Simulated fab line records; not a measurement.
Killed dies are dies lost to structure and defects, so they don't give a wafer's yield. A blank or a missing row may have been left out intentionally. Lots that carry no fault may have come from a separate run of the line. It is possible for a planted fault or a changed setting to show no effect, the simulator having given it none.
Chamber matching -- flow n5 finfet -- pecvd-03 running N5_GATE_CUT_PECVD_57: 3 sister chambers
The step deposits SiNx from SiH4/NH3/N2, target thk 21 nm. 3 wafers are shown with their chamber, then 10 later ones without.

WAFERS PAIRED WITH THEIR CHAMBERS
wafer,chamber,throttle valve pct (%)
L083.1,1,38.8
L084.2,0,40.6
L084.3,2,42.2

WAFERS MISSING THEIR CHAMBER
wafer,throttle valve pct (%)
L084.5,42.2
L087.4,41.0
L087.5,38.1
L087.6,42.3
L092.2,41.1
L092.4,40.8
L092.5,42.4
L094.2,38.7
L094.4,38.7
L094.5,41.1

EACH ONE'S CHAMBER
wafer,from the rows above,in truth
L084.5,2,2
L087.4,0,0
L087.5,1,1
L087.6,2,2
L092.2,can't be placed: 0 or 2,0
L092.4,0,0
L092.5,2,2
L094.2,1,1
L094.4,1,1
L094.5,can't be placed: 0 or 2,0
Correct placement for 8 of the 10. Unplaceable from these rows: 2, with the true chamber sitting among the candidates in 2. Placed wrongly: 0.
How it was worked out, from the rows above alone: a wafer's distance from a chamber is the root of the sum, over the readings, of the square of ((its reading less the chamber's mean) divided by the reading's scatter). If the next closest chamber is less than 2 further off than the closest, the wafer can't be placed; otherwise it belongs to the closest. Each chamber's mean is taken over the wafers shown for it. The scatter: root of mean squared gap, hidden wafer to nearest shown wafer, with one shown wafer a chamber.
